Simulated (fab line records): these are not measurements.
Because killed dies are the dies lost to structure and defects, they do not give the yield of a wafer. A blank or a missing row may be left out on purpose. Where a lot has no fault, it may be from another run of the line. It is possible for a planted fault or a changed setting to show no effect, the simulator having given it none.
fab line records    flow n5_finfet    part 2 of 2: steps 21 to 30 of 30
record: lots: 5  wafers: 15  last_day: 17
route steps=1938 shown BEOL_M9@1427
lots that met no fault: from a run of the same line without faults
start_h: hours from the record's opening day to when the first of the lot's shown wafers began    wait_h: hours elapsed since this lot's preceding step    " repeats the value in the row above    L1.1+2: a single row standing in for several wafers    - no value present, or no start provided    * or withheld: withheld    < > ~ a bound
route shown NAME@n: NAME is a module with steps in the file, n the number in the route of the first one    usual: average and standard deviation across the fault-free wafers    same: alike in all rows    chamber/n: place in a boat    sites: per-site readings    _std_site: standard deviation across them    _edge_site: the outer-site mean with the inner-site mean subtracted    radius_mm: for every site, how far away it sits from the centre of the wafer    mask NAME#n: copy n    behind: the last tool/chamber to shape the wafer    hold: reason for holding the lot/hours on hold/outcome of the hold    device: names the non-switching transistor (n, p or np)    end of line: tests of these same wafers at the route's end    a step without rows: its recipe alone    killed: not the wafer's yield, but the dies lost to structure and defects at the first sort    map: dies across one wafer; x = killed, . = not, _ = none there
set.NAME: setting as actually run; set.NAME@STEP: the setting as run at that earlier step    model.NAME: the simulator's own value behind a step, which no gauge read
lots seen at some steps along the route; tables by step, rows by wafer
services: when a tool's chamber went out of use (start_h, in hours from the record's first day, below 0 if earlier), for how many hours, and the reason
== steps ==
step: N5_BEOL_M9_ETCH_41
recipe: chemistry: CH3F/O2  target: SiCN  target_depth_a: 366  taper_deg: 2  time_s: 70.1  ion_energy_ev: 120  mask_material: TiN  pressure_mtorr: 30  source_w: 395  bias_w: 75  Ar_flow_sccm: 150  CH3F_flow_sccm: 30  O2_flow_sccm: 20
usual: drypump_motor_current_A: 5.43/0.29  oes_product_au: 0.80/0.096  rf_fwd_power_W: 391.7/1.6  rf_vpp_V: 297.6/1.2  showerhead_plenum_p_Torr: 2.02/0.054  throttle_valve_pct: 16.28/0.21
lot.wafer  tool         chamber  start_h  wait_h  drypump_motor_current_A  oes_product_au  rf_fwd_power_W  rf_hours_counter_h  rf_vpp_V  showerhead_plenum_p_Torr  throttle_valve_pct
L084.2     rie_diel-05  0        -        -       5.04                     0.94            394.3           18                  296.7     2.04                      16.23
L084.3     "            1        "        "       5.43                     0.88            389.1           53                  296.5     1.94                      15.89
L084.6     "            1        "        "       5.45                     0.88            391.6           -                   295.2     1.94                      15.87
L088.1     rie_diel-06  2        -        -       5.90                     0.71            392.3           223                 296.0     1.97                      16.67
L088.2     "            3        "        "       5.33                     0.69            395.1           204                 297.7     1.98                      16.55
L088.4     "            2        "        "       5.91                     0.72            391.6           -                   298.5     1.97                      16.68
L092.4     rie_diel-06  2        -        -       5.91                     0.71            389.6           229                 296.9     1.97                      16.68
L092.5     "            0        "        "       5.06                     0.71            391.8           -                   298.4     2.07                      16.34
L092.6     "            1        "        "       5.43                     0.87            390.3           -                   298.4     2.05                      16.19
L093.2     rie_diel-06  1        -        -       5.42                     0.87            388.4           43                  297.2     2.05                      16.19
L093.4     "            3        "        "       5.34                     0.69            392.1           216                 297.6     1.98                      16.59
L093.6     "            1        "        "       5.43                     0.86            390.3           -                   298.2     2.05                      16.20
L094.2     rie_diel-05  2        -        -       5.70                     0.88            391.9           52                  296.2     2.05                      16.11
L094.3     "            3        "        "       5.30                     0.70            392.0           216                 295.4     1.97                      16.47
L094.6     "            0        "        "       5.02                     0.90            392.5           -                   297.9     2.03                      16.29
step: N5_BEOL_M9_STRIP_80
recipe: chemistry: N2/H2  time_s: 10  power_w: 450  temp_c: 40  pressure_mtorr: 20  rf_frequency_hz: 6e+07  bias_power_w: 7  n2_flow_sccm: 200  h2_flow_sccm: 200
usual: bias_power_w: 7.002/0.022  drypump_motor_current_A: 5.43/0.29  oes_product_au: 0.80/0.098  rf_vpp_V: 59.2/0.87  showerhead_plenum_p_Torr: 2.56/0.063  throttle_valve_pct: 23.7/0.39
lot.wafer  tool         chamber  start_h  wait_h  bias_power_w  drypump_motor_current_A  oes_product_au  rf_hours_counter_h  rf_vpp_V  showerhead_plenum_p_Torr  throttle_valve_pct
L084.2     rie_diel-05  0        -        -       7.009         5.00                     0.95            18                  59.3      2.62                      23.8
L084.3     "            1        "        "       6.998         5.45                     0.87            53                  58.5      2.47                      23.2
L084.6     "            1        "        "       7.033         5.45                     0.88            -                   58.9      2.47                      23.2
L088.1     rie_diel-06  2        -        -       6.993         5.93                     0.71            223                 58.6      2.53                      24.5
L088.2     "            3        "        "       7.026         5.34                     0.68            204                 59.1      2.52                      24.0
L088.4     "            2        "        "       6.972         5.89                     0.72            -                   58.7      2.53                      24.6
L092.4     rie_diel-06  2        -        -       6.983         5.90                     0.71            229                 58.6      2.53                      24.6
L092.5     "            0        "        "       7.006         5.09                     0.71            -                   58.1      2.65                      23.7
L092.6     "            1        "        "       7.001         5.46                     0.88            -                   59.5      2.59                      23.3
L093.2     rie_diel-06  1        -        -       6.990         5.48                     0.87            43                  58.1      2.59                      23.3
L093.4     "            3        "        "       7.018         5.30                     0.68            216                 59.4      2.52                      24.0
L093.6     "            1        "        "       6.995         5.48                     0.87            -                   60.1      2.59                      23.3
L094.2     rie_diel-05  2        -        -       7.005         5.72                     0.86            52                  58.6      2.58                      23.7
L094.3     "            3        "        "       6.989         5.33                     0.69            216                 58.2      2.50                      24.0
L094.6     "            0        "        "       7.030         5.02                     0.91            -                   59.9      2.61                      23.8
step: N5_BEOL_M9_OCD_MEAS_38
usual: trench_depth_nm: 152/3.1
lot.wafer  tool    chamber  start_h  wait_h  trench_depth_nm
L084.2     ocd-02  -        275.69   -       154
L084.3     "       -        "        "       156
L084.6     "       -        "        "       155
L088.1     ocd-01  -        300.01   -       150
L088.2     "       -        "        "       148
L088.4     "       -        "        "       150
L092.4     ocd-01  -        324.52   -       149
L092.5     "       -        "        "       154
L092.6     "       -        "        "       155
L093.2     ocd-01  -        343.76   -       154
L093.4     "       -        "        "       148
L093.6     "       -        "        "       155
L094.2     ocd-01  -        351.18   -       158
L094.3     "       -        "        "       149
L094.6     "       -        "        "       152
step: N5_BEOL_M9_HM_STRIP_39
recipe: chemistry: peroxide_tin_strip  material: TiN  target_depth_a: 250  temp_c: 50  time_s: 158
lot.wafer   tool          chamber  start_h  wait_h
L084.2+3+6  wet_bench-03  7,6,0    275.72   0.0
L088.1+2+4  wet_bench-02  2,0,3    300.04   0.0
L092.4+5+6  wet_bench-05  5,3,4    324.55   0.0
L093.2+4+6  wet_bench-03  0,2,7    343.79   0.0
L094.2+3+6  wet_bench-05  2,3,6    351.21   0.0
step: N5_BEOL_M9_SRD_40
recipe: time_s: 30  temp_c: 23  rinse_liquid: diw  dry: ipa_marangoni
lot.wafer   tool          chamber  start_h  wait_h
L084.2+3+6  wet_bench-03  7,6,0    275.77   0.0
L088.1+2+4  wet_bench-02  2,0,3    300.09   0.0
L092.4+5+6  wet_bench-05  5,3,4    324.60   0.0
L093.2+4+6  wet_bench-03  0,2,7    343.84   0.0
L094.2+3+6  wet_bench-05  2,3,6    351.26   0.0
step: N5_BEOL_M9_PRECLEAN_42
recipe: chemistry: residue_remover  time_s: 60  temp_c: 40
lot.wafer   tool          chamber  start_h  wait_h
L084.2+3+6  wet_bench-03  7,6,0    275.79   0.0
L088.1+2+4  wet_bench-02  2,0,3    300.10   0.0
L092.4+5+6  wet_bench-05  5,3,4    324.61   0.0
L093.2+4+6  wet_bench-03  0,2,7    343.85   0.0
L094.2+3+6  wet_bench-05  2,3,6    351.27   0.0
step: N5_BEOL_M9_SRD_43
recipe: time_s: 30  temp_c: 23  rinse_liquid: diw  dry: ipa_marangoni
lot.wafer   tool          chamber  start_h  wait_h
L084.2+3+6  wet_bench-03  7,6,0    275.80   0.0
L088.1+2+4  wet_bench-02  2,0,3    300.12   0.0
L092.4+5+6  wet_bench-05  5,3,4    324.63   0.0
L093.2+4+6  wet_bench-03  0,2,7    343.87   0.0
L094.2+3+6  wet_bench-05  2,3,6    351.29   0.0
step: N5_BEOL_M9_CD_MEAS_35
recipe: target_cd_nm: 70  target_cd_y_nm: 40  polarity: opening
usual: cd_nm: 70.0/0.53
lot.wafer  tool       chamber  start_h  wait_h  cd_nm
L084.2     cd_sem-03  -        275.85   0.0     70.3
L084.3     "          -        "        "       70.0
L084.6     "          -        "        "       70.0
L088.1     cd_sem-02  -        300.16   0.0     69.8
L088.2     "          -        "        "       69.6
L088.4     "          -        "        "       69.0
L092.4     cd_sem-02  -        324.67   0.0     70.3
L092.5     "          -        "        "       69.5
L092.6     "          -        "        "       70.5
L093.2     cd_sem-02  -        343.91   0.0     69.5
L093.4     "          -        "        "       70.1
L093.6     "          -        "        "       69.8
L094.2     cd_sem-03  -        351.33   0.0     69.9
L094.3     "          -        "        "       69.3
L094.6     "          -        "        "       70.0
step: N5_BEOL_M9_CURE_72
recipe: temp_c: 370  time_s: 120  ambient: DMADMS/He  material: SiCOH_lowk
usual: lamp_power_pct: 52.31/0.06  wafer_temp_C_max: 371.6/0.45
lot.wafer  tool        chamber  start_h  wait_h  lamp_power_pct  wafer_temp_C_max
L084.2     uv_cure-01  0        276.02   0.2     52.35           371.3
L084.3     "           0        "        "       52.32           371.5
L084.6     "           0        "        "       52.35           372.7
L088.1     uv_cure-01  0        300.20   0.0     52.25           371.6
L088.2     "           0        "        "       52.36           371.7
L088.4     "           0        "        "       52.22           372.1
L092.4     uv_cure-01  1        324.86   0.2     52.29           371.4
L092.5     "           1        "        "       52.38           371.9
L092.6     "           1        "        "       52.28           371.3
L093.2     uv_cure-02  1        344.00   0.1     52.32           371.7
L093.4     "           1        "        "       52.22           372.2
L093.6     "           1        "        "       52.24           372.3
L094.2     uv_cure-03  1        351.42   0.1     52.37           371.2
L094.3     "           1        "        "       52.35           371.1
L094.6     "           1        "        "       52.29           370.9
step: N5_BEOL_M9_DEGAS_44
recipe: ambient: vacuum  temp_c: 250  time_s: 60
usual: heater_power_w: 338/30
lot.wafer  tool            chamber  start_h  wait_h  heater_power_w
L084.2     pvd_sputter-01  -        277.79   1.7     315
L084.3     "               -        "        "       326
L084.6     "               -        "        "       328
L088.1     pvd_sputter-03  -        300.86   0.6     342
L088.2     "               -        "        "       348
L088.4     "               -        "        "       354
L092.4     pvd_sputter-03  -        325.33   0.4     332
L092.5     "               -        "        "       272
L092.6     "               -        "        "       337
L093.2     pvd_sputter-02  -        344.29   0.2     322
L093.4     "               -        "        "       411
L093.6     "               -        "        "       327
L094.2     pvd_sputter-02  -        351.72   0.2     411
L094.3     "               -        "        "       328
L094.6     "               -        "        "       320
== services ==
tool            chamber  start_h  hours  kind
euv_scanner-01  -        250.34   4.6    pm
uv_cure-02      -        263.93   0.6    repair
wet_bench-02    -        266.45   4.4    pm
litho_track-02  -        268.38   -      consumable_replace:filter
euv_scanner-01  0        273.81   -      calibration
uv_cure-03      -        282.75   1.0    pm
rie_diel-06     0        287.29   12.3   repair
euv_scanner-02  -        288.29   1.0    pm
wet_bench-03    -        291.96   0.5    repair
rie_diel-05     2        295.07   17.0   repair
euv_scanner-01  -        295.18   1.0    pm
uv_cure-02      -        296.25   4.3    repair
litho_track-02  -        298.66   -      consumable_replace:filter
pvd_sputter-01  -        306.96   5.3    repair
uv_cure-02      -        311.98   7.5    pm
rie_diel-05     2        316.07   4.0    repair
wet_bench-05    -        316.29   1.6    repair
litho_track-02  -        320.02   -      consumable_replace:filter
euv_scanner-02  -        333.13   11.1   repair
euv_scanner-02  -        344.44   1.0    pm
pvd_sputter-01  -        347.23   7.8    repair
euv_scanner-01  -        351.33   1.0    pm
